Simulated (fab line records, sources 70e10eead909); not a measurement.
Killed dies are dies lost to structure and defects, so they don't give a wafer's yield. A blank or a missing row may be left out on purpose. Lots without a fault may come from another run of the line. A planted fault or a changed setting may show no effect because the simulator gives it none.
fab line records | flow nand_harc
record lots=13 wafers=39 last_day=33
route steps=1302 shown P_M2@341 THIN_TSV@1250 END@1302
lots that met no fault: from a run of the same line without faults
start_h: hours from the record's first day to the start of the lot's first wafer shown | wait_h: hours since the lot's step before | " the same as in the row above | L1.1+2: a row that stands for several wafers | - no value, or no start given | * or withheld: withheld | < > ~ a bound
route shown NAME@n: a module of which the file shows steps, and the number in the route of the first | usual: mean/standard deviation of fault-free wafers | same: alike in all rows | chamber/n: place in a boat | sites: the reading at each site | _std_site: their standard deviation | _edge_site: outer sites' mean less inner sites' | radius_mm: how far each site lies from the wafer's centre | mask NAME#n: copy n | behind: the tool/chamber that last shaped the wafer | hold: why the lot was held/for how many hours/how that ended | device: the transistor (n, p or np) that didn't switch | end of line: the same wafers' tests at the end of the route | a step without rows: its recipe alone | killed: dies lost to structure and defects at the first sort, not the wafer's yield | map: a wafer's dies, x killed, . not, _ none there
set.NAME: the setting as run; set.NAME@STEP: as run at that earlier step | model.NAME: the simulator's own value behind a step, which no gauge read
steps of the route over a sample of lots; a table a step, a row a wafer
services: from which hour (start_h, from the record's first day; less than 0 if before it) a tool's chamber was out of use, for how many hours, and why
## steps
# step NHARC_P_M2_PVD_21
# recipe target_thk_a=300 chamber_pressure_pa=5 power_w=5000 substrate_temp_c=30 time_s=20.49 material=Cu
# usual cathode_dc_power_W=5000.0/0.89 throttle_valve_pct=29.8/0.86
# columns lot.wafer tool chamber start_h wait_h cathode_dc_power_W throttle_valve_pct
L944.2 pvd_sputter-02 - 140.32 - 5000.8 29.8
L944.5 " - " " 5000.6 29.9
L944.6 " - " " 5000.2 30.8
L945.2 pvd_sputter-02 - 145.86 - 5000.7 30.1
L945.1 " - " " 5000.0 29.2
L945.5 " - " " 5000.5 30.8
L946.4 pvd_sputter-03 - 159.92 - 5000.4 30.1
L946.1 " - " " 4999.6 28.7
L946.6 " - " " 4999.3 29.8
L948.1 pvd_sputter-02 - 175.31 - 5000.3 30.1
L948.2 " - " " 4999.6 30.8
L948.5 " - " " 5000.8 29.2
L954.3 pvd_sputter-03 - 226.38 - 5001.7 29.8
L954.6 " - " " 4999.8 30.0
L954.5 " - " " 5000.8 28.3
L956.1 pvd_sputter-03 - 255.14 - 5000.0 28.5
L956.3 " - " " 4997.6 29.6
L956.6 " - " " 4999.8 28.5
L960.3 pvd_sputter-01 - 293.95 - 4999.9 28.6
L960.4 " - " " 4999.9 30.3
L960.5 " - " " 5000.1 29.0
L961.2 pvd_sputter-01 - 305.74 - 5000.3 28.6
L961.6 " - " " 5001.4 28.6
L961.5 " - " " 4997.9 28.9
L962.1 pvd_sputter-02 - 310.11 - 4999.4 31.0
L962.4 " - " " 4999.6 29.6
L962.5 " - " " 5001.0 30.8
L963.1 pvd_sputter-01 - 330.99 - 5000.3 30.5
L963.5 " - " " 5000.6 28.9
L963.6 " - " " 5000.5 29.3
L964.2 pvd_sputter-03 - 337.70 - 5000.5 30.5
L964.3 " - " " 4999.7 29.8
L964.5 " - " " 4999.5 30.3
L965.3 pvd_sputter-01 - 338.23 - 5000.6 30.5
L965.4 " - " " 5000.6 28.5
L965.5 " - " " 4999.0 30.6
L967.2 pvd_sputter-02 - 359.69 - 4999.1 30.0
L967.4 " - " " 5000.8 30.8
L967.6 " - " " 4999.5 30.1
# step NHARC_THIN_TSV_DEP_43
# recipe target_thk_a=13285 temp_c=withheld pressure_torr=6.5 rf_w=900 teos_flow_sccm=161.4 flow_sccm=2650 target_thk_nm=1328.5 gas=O2 material=SiO2
# usual throttle_valve_pct=16.2/0.45
# columns lot.wafer tool chamber start_h wait_h throttle_valve_pct
L944.2 pecvd-02 2 539.95 - 16.7
L944.5 " 0 " " 15.4
L944.6 " 1 " " 16.1
L945.2 pecvd-03 2 568.68 - 15.6
L945.1 " 1 " " 16.7
L945.5 " 1 " " 16.7
L948.1 pecvd-02 2 581.76 - 16.6
L948.2 " 0 " " 15.4
L948.5 " 0 " " 15.6
L946.1 pecvd-03 2 582.92 - 15.3
L946.6 " 2 " " 15.6
L946.4 " 0 " " 16.5
L954.3 pecvd-03 2 636.78 - 15.4
L954.6 " 2 " " 15.7
L954.5 " 0 " " 16.6
L956.1 pecvd-02 0 660.75 - 15.6
L956.3 " 1 " " 16.0
L956.6 " 1 " " 15.9
L960.3 pecvd-02 1 694.00 - 15.8
L960.5 " 0 " " 15.9
L960.4 " 1 " " 15.7
L961.2 pecvd-04 2 711.69 - 16.0
L961.6 " 1 " " 16.1
L961.5 " 2 " " 16.3
L962.1 pecvd-02 1 726.71 - 16.0
L962.4 " 2 " " 16.6
L962.5 " 0 " " 15.9
L963.1 pecvd-04 0 745.99 - 16.9
L963.5 " 1 " " 16.1
L963.6 " 0 " " 16.9
L964.3 pecvd-02 0 756.30 - 15.8
L964.2 " 1 " " 16.2
L964.5 " 2 " " 16.4
L965.3 pecvd-02 0 757.58 - 15.7
L965.5 " 1 " " 16.3
L965.4 " 0 " " 15.7
L967.2 pecvd-02 2 763.05 - 16.4
L967.6 " 2 " " 16.3
L967.4 " 0 " " 15.9
# step NHARC_THIN_TSV_PRE_CLEAN_50
# recipe time_s=30 temp_c=280 gas=H2/He
# usual heater_power_w=448/35
# columns lot.wafer tool chamber start_h wait_h heater_power_w
L944.2 pvd_sputter-01 - - - 477
L944.5 " - " " 430
L944.6 " - " " 435
L945.2 pvd_sputter-01 - - - 466
L945.1 " - " " 429
L945.5 " - " " 483
L948.1 pvd_sputter-02 - - - 457
L948.2 " - " " 489
L948.5 " - " " 430
L946.1 pvd_sputter-02 - - - 451
L946.4 " - " " 487
L946.6 " - " " 492
L954.3 pvd_sputter-03 - - - 437
L954.6 " - " " 350
L954.5 " - " " 456
L956.3 pvd_sputter-03 - - - 449
L956.1 " - " " 361
L956.6 " - " " 435
L960.4 pvd_sputter-02 - - - 451
L960.3 " - " " 444
L960.5 " - " " 452
L961.2 pvd_sputter-03 - - - 414
L961.5 " - " " 458
L961.6 " - " " 372
L962.1 pvd_sputter-02 - - - 455
L962.4 " - " " 452
L962.5 " - " " 445
L963.1 pvd_sputter-02 - - - 456
L963.5 " - " " 493
L963.6 " - " " 442
L964.3 pvd_sputter-01 - - - 436
L964.2 " - " " 476
L964.5 " - " " 426
L965.3 pvd_sputter-01 - - - 459
L965.4 " - " " 484
L965.5 " - " " 441
L967.2 pvd_sputter-03 - - - 412
L967.4 " - " " 462
L967.6 " - " " 420
# step NHARC_THIN_TSV_ETCH_36
# recipe target_depth_a=650 over_etch_frac=0.3 time_s=18.571 ion_energy_ev=150 chemistry=Cl2/BCl3
# usual drypump_motor_current_A=5.6/0.43 he_backside_leak_sccm=3.37/0.17 oes_product_au=1.003/0.0091
# columns lot.wafer tool chamber start_h wait_h drypump_motor_current_A he_backside_leak_sccm oes_product_au rf_hours_counter_h
L944.2 rie_metal-02 0 547.03 0.2 6.2 3.65 0.999 2.0
L944.5 " 1 " " 5.3 3.33 0.999 -
L944.6 " 0 " " 6.2 3.49 0.996 -
L945.1 rie_metal-03 0 576.21 0.4 5.9 3.54 1.008 1.1
L945.2 " 0 " " 5.8 3.58 1.010 -
L945.5 " 0 " " 5.8 3.56 1.002 -
L948.2 rie_metal-02 0 589.08 0.2 6.1 3.46 0.984 2.7
L948.1 " 1 " " 5.3 3.14 0.996 2.1
L948.5 " 1 " " 5.3 3.09 1.006 -
L946.1 rie_metal-01 1 590.09 0.2 5.3 3.53 1.009 0.4
L946.4 " 1 " " 5.4 3.56 1.003 -
L946.6 " 1 " " 5.3 3.63 1.011 -
L954.3 rie_metal-02 1 644.05 0.1 5.3 3.36 1.008 -
L954.6 " 1 " " 5.2 3.03 1.014 -
L954.5 " 0 " " 6.1 3.39 0.992 -
L956.1 rie_metal-02 1 667.98 0.2 5.3 3.43 1.002 0.6
L956.3 " 1 " " 5.3 3.30 1.011 -
L956.6 " 0 " " 6.1 3.48 1.005 -
L960.3 rie_metal-01 1 701.49 0.3 5.3 3.31 1.019 -
L960.4 " 1 " " 5.4 3.29 1.013 -
L960.5 " 1 " " 5.4 3.28 1.017 -
L961.2 rie_metal-01 0 718.75 0.2 6.2 3.42 0.997 2.8
L961.6 " 1 " " 5.3 3.41 1.015 -
L961.5 " 0 " " 6.2 3.06 1.011 -
L962.1 rie_metal-02 0 734.04 0.2 6.2 3.35 0.983 1.9
L962.4 " 0 " " 6.1 3.53 0.993 -
L962.5 " 1 " " 5.3 3.13 1.001 -
L963.1 rie_metal-02 0 753.46 0.2 6.1 3.47 0.994 2.1
L963.5 " 0 " " 6.1 3.40 0.989 -
L963.6 " 1 " " 5.3 3.27 1.008 -
L964.2 rie_metal-03 0 763.49 0.2 5.8 3.59 0.990 1.0
L964.3 " 1 " " 5.1 3.50 1.020 -
L964.5 " 1 " " 5.0 3.51 1.033 -
L965.4 rie_metal-01 0 764.68 0.2 6.2 3.42 1.004 -
L965.3 " 1 " " 5.3 3.33 0.985 -
L965.5 " 1 " " 5.3 3.40 1.000 -
L967.2 rie_metal-03 1 770.37 0.2 5.0 3.36 1.012 1.2
L967.4 " 0 " " 5.8 3.40 0.990 -
L967.6 " 1 " " 5.1 3.30 1.026 -
# step NHARC_END_SORT_01
# recipe temp_c=25
# usual defect_limited_yield=91/3 killed_at_array=59/20 killed_at_other=0.8/1 killed_at_periphery=3.2/2.1 killed_dies=63/21 killed_open=3.0/1.9 killed_short=2.3/1.5
# same gross_dies=677
# columns lot.wafer tool chamber start_h wait_h defect_limited_yield[%] killed_at_array killed_at_other killed_at_periphery killed_dies killed_open killed_short
L954.3 prober-01 0 654.28 3.1 83 33 3 77 113 0 3
L954.5 prober-01 0 655.85 3.7 83 38 2 78 118 7 3
L954.6 prober-01 0 656.64 3.9 84 37 1 71 109 1 4
L956.1 prober-01 0 678.09 2.5 74 97 1 75 173 1 1
L956.3 prober-01 0 679.69 3.1 77 90 0 63 153 2 1
L956.6 prober-01 0 682.08 4.0 77 82 0 71 153 5 2
L960.3 prober-01 0 718.63 3.1 86 91 1 5 97 4 2
L960.4 prober-01 0 719.43 3.4 87 80 0 8 88 2 1
L960.5 prober-01 0 720.22 3.7 89 71 0 6 77 1 3
L961.2 prober-01 0 729.31 2.8 91 55 0 3 58 1 2
L961.5 prober-01 0 731.66 3.6 91 60 2 1 63 3 2
L961.6 prober-01 0 732.44 3.9 90 66 0 1 67 3 2
L962.1 prober-01 0 744.17 2.5 86 89 0 3 92 1 6
L962.4 prober-01 0 746.59 3.4 87 83 0 5 88 2 3
L962.5 prober-01 0 747.39 3.7 88 79 2 1 82 4 2
L963.1 prober-01 0 761.88 2.5 90 64 2 2 68 8 1
L963.5 prober-01 0 765.07 3.7 90 66 0 2 68 4 2
L963.6 prober-01 0 765.87 4.0 91 62 0 2 64 3 2
# killed by level:class
L954.3 P_M2:unspecified=73 A_CHANNEL_HOLE_D2:chamber_film_flake=19 A_CHANNEL_HOLE_D1:chamber_film_flake=3 A_CHANNEL_FILL_D2:chamber_film_flake=3 THIN_TSV:chamber_film_flake=3 P_ZERO_WELL:chamber_film_flake=2 A_STAIRCASE:chamber_film_flake=2 A_CONTACT:chamber_film_flake=2
L954.5 P_M2:unspecified=75 A_CHANNEL_HOLE_D2:chamber_film_flake=12 A_STAIRCASE:chamber_film_flake=5 A_CONTACT:chamber_film_flake=4 A_CHANNEL_HOLE_D1:chamber_film_flake=3 A_WL_FILL:geometric_particle:open=2 A_SLIT:chamber_film_flake=2 A_BONDPAD:chamber_film_flake=2
L954.6 P_M2:unspecified=69 A_CHANNEL_HOLE_D2:chamber_film_flake=12 A_CONTACT:chamber_film_flake=7 A_CHANNEL_HOLE_D1:chamber_film_flake=6 A_WL_FILL:chamber_film_flake=3 A_SOURCE_PLATE:geometric_particle:short=2 P_BONDPAD:chamber_film_flake=2 A_CHANNEL_FILL_D2:chamber_film_flake=2
L956.1 P_M2:unspecified=74 A_CHANNEL_HOLE_D1:chamber_film_flake=28 A_SLIT:chamber_film_flake=28 A_STAIRCASE:chamber_film_flake=12 A_CHANNEL_HOLE_D2:chamber_film_flake=12 A_CONTACT:chamber_film_flake=7 A_SGD_CUT:chamber_film_flake=4 A_M1:chamber_film_flake=3
L956.3 P_M2:unspecified=63 A_CHANNEL_HOLE_D1:chamber_film_flake=29 A_SLIT:chamber_film_flake=25 A_CHANNEL_HOLE_D2:chamber_film_flake=14 A_CONTACT:chamber_film_flake=6 A_STAIRCASE:chamber_film_flake=5 A_M1:chamber_film_flake=3 A_CHANNEL_FILL_D2:chamber_film_flake=2
L956.6 P_M2:unspecified=68 A_CHANNEL_HOLE_D1:chamber_film_flake=30 A_SLIT:chamber_film_flake=24 A_CHANNEL_HOLE_D2:chamber_film_flake=6 A_STAIRCASE:chamber_film_flake=6 A_DECK1_JOINT:geometric_particle:open=3 A_CONTACT:chamber_film_flake=3 A_SGD_CUT:chamber_film_flake=3
L960.3 A_SLIT:chamber_film_flake=31 A_CHANNEL_HOLE_D2:chamber_film_flake=25 A_CHANNEL_HOLE_D1:chamber_film_flake=24 A_CONTACT:chamber_film_flake=5 A_ONON_D2:geometric_particle:open=2 P_STI:chamber_film_flake=2 P_CONTACT:chamber_film_flake=2 A_CHANNEL_FILL_D2:geometric_particle:open=1
L960.4 A_SLIT:chamber_film_flake=34 A_CHANNEL_HOLE_D2:chamber_film_flake=20 A_CHANNEL_HOLE_D1:chamber_film_flake=15 A_CONTACT:chamber_film_flake=5 P_STI:chamber_film_flake=3 A_CHANNEL_FILL_D1:chamber_film_flake=3 P_CONTACT:chamber_film_flake=2 P_M0:geometric_particle:open=1
L960.5 A_SLIT:chamber_film_flake=28 A_CHANNEL_HOLE_D1:chamber_film_flake=24 A_CHANNEL_HOLE_D2:chamber_film_flake=9 P_CONTACT:chamber_film_flake=4 A_CONTACT:chamber_film_flake=3 A_WL_FILL:chamber_film_flake=2 P_CONTACT:geometric_particle:open=1 A_SOURCE_PLATE:geometric_particle:short=1
L961.2 A_SLIT:chamber_film_flake=29 A_CHANNEL_HOLE_D1:chamber_film_flake=11 A_BLC:chamber_film_flake=4 A_DECK1_JOINT:chamber_film_flake=2 A_CHANNEL_HOLE_D2:chamber_film_flake=2 A_STAIRCASE:chamber_film_flake=2 A_CONTACT:chamber_film_flake=2 P_CONTACT:geometric_particle:open=1
L961.5 A_SLIT:chamber_film_flake=22 A_CHANNEL_HOLE_D1:chamber_film_flake=20 A_CONTACT:chamber_film_flake=6 A_BLC:chamber_film_flake=4 A_STAIRCASE:chamber_film_flake=2 THIN_TSV:chamber_film_flake=2 P_CONTACT:geometric_particle:open=1 A_SOURCE_PLATE:geometric_particle:short=1
L961.6 A_SLIT:chamber_film_flake=36 A_CHANNEL_HOLE_D1:chamber_film_flake=15 A_BLC:chamber_film_flake=4 A_CONTACT:chamber_film_flake=2 A_SOURCE_PLATE:geometric_particle:open=1 A_ONON_D2:geometric_particle:short=1 A_CHANNEL_HOLE_D2:geometric_particle:open=1 A_BLC:geometric_particle:open=1
L962.1 A_SLIT:chamber_film_flake=32 A_CHANNEL_HOLE_D2:chamber_film_flake=24 A_CHANNEL_HOLE_D1:chamber_film_flake=19 A_SGD_CUT:geometric_particle:short=3 A_CONTACT:chamber_film_flake=3 A_ZERO_WELL:chamber_film_flake=2 P_M0:geometric_particle:short=1 A_ONON_D1:geometric_particle:short=1
L962.4 A_CHANNEL_HOLE_D1:chamber_film_flake=28 A_CHANNEL_HOLE_D2:chamber_film_flake=25 A_SLIT:chamber_film_flake=21 A_CONTACT:chamber_film_flake=3 P_BONDPAD:chamber_film_flake=2 P_CONTACT:geometric_particle:short=1 P_M1:geometric_particle:open=1 A_CHANNEL_FILL_D1:geometric_particle:short=1
L962.5 A_SLIT:chamber_film_flake=27 A_CHANNEL_HOLE_D1:chamber_film_flake=25 A_CHANNEL_HOLE_D2:chamber_film_flake=17 A_CONTACT:chamber_film_flake=4 THIN_TSV:chamber_film_flake=2 P_M0:geometric_particle:open=1 A_CHANNEL_FILL_D1:geometric_particle:short=1 A_DECK1_JOINT:geometric_particle:open=1
L963.1 A_CHANNEL_HOLE_D2:chamber_film_flake=24 A_CHANNEL_HOLE_D1:chamber_film_flake=15 A_SLIT:chamber_film_flake=6 A_CONTACT:chamber_film_flake=6 A_BLC:chamber_film_flake=4 P_M1:geometric_particle:open=2 A_CHANNEL_FILL_D2:geometric_particle:open=2 A_CONTACT:geometric_particle:open=2
L963.5 A_CHANNEL_HOLE_D2:chamber_film_flake=25 A_CHANNEL_HOLE_D1:chamber_film_flake=17 A_SLIT:chamber_film_flake=7 A_CONTACT:chamber_film_flake=5 A_BLC:chamber_film_flake=4 A_CHANNEL_FILL_D1:geometric_particle:open=3 A_CHANNEL_FILL_D1:geometric_particle:short=2 A_STAIRCASE:chamber_film_flake=2
L963.6 A_CHANNEL_HOLE_D2:chamber_film_flake=26 A_CHANNEL_HOLE_D1:chamber_film_flake=14 A_BLC:chamber_film_flake=9 A_CHANNEL_FILL_D1:chamber_film_flake=3 A_SLIT:chamber_film_flake=3 P_CONTACT:geometric_particle:open=1 P_CONTACT:geometric_particle:short=1 A_CHANNEL_FILL_D1:geometric_particle:short=1
## services
# columns tool chamber start_h hours kind
pvd_sputter-01 - 162.41 0.5 repair
pvd_sputter-03 - 170.00 10.0 pm
pvd_sputter-03 - 201.81 5.6 repair
pecvd-02 - 235.97 13.0 pm
pvd_sputter-01 - 239.15 10.0 pm
pvd_sputter-02 - 285.98 10.0 pm
pecvd-02 2 286.40 31.1 repair
pvd_sputter-03 - 348.00 10.0 pm
pvd_sputter-02 - 377.48 40.7 repair
pvd_sputter-03 - 406.92 3.7 repair
pecvd-02 - 416.97 13.0 pm
pvd_sputter-01 - 417.15 10.0 pm
pvd_sputter-02 - 463.98 10.0 pm
pvd_sputter-01 - 476.69 2.7 repair
pvd_sputter-03 - 493.02 1.5 repair
pvd_sputter-03 - 526.00 10.0 pm
pvd_sputter-01 - 544.95 6.3 repair
pvd_sputter-03 - 563.29 2.8 repair
pvd_sputter-01 - 595.15 10.0 pm
pecvd-02 - 598.28 13.0 pm
pvd_sputter-01 - 611.79 6.4 repair
pvd_sputter-02 - 641.98 10.0 pm
pecvd-02 - 654.18 1.4 repair
pvd_sputter-02 - 714.70 1.2 repair
## key
first_sign step=NHARC_END_SORT_01 reading=killed_at_periphery direction=up sigmas=33 usual=3.2 struck=72.5
effect step=NHARC_END_SORT_01 reading=defect_limited_yield direction=down sigmas=3.6 usual=91 struck=80
more_kills_born_at NHARC_P_M2_PVD_21@pvd_sputter-03=422
met_at NHARC_P_M2_PVD_21
struck_lots L954,L956
not_acting_at NHARC_THIN_TSV_DEP_43,NHARC_THIN_TSV_PRE_CLEAN_50,NHARC_THIN_TSV_ETCH_36
onset_between 159.92 226.38
fault kind=chamber_particle_source tool=pvd_sputter-03 chamber=- onset_h=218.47 steps=NHARC_P_M2_PVD_21 rate_per_visit_cm2=0.42107 end_h=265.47
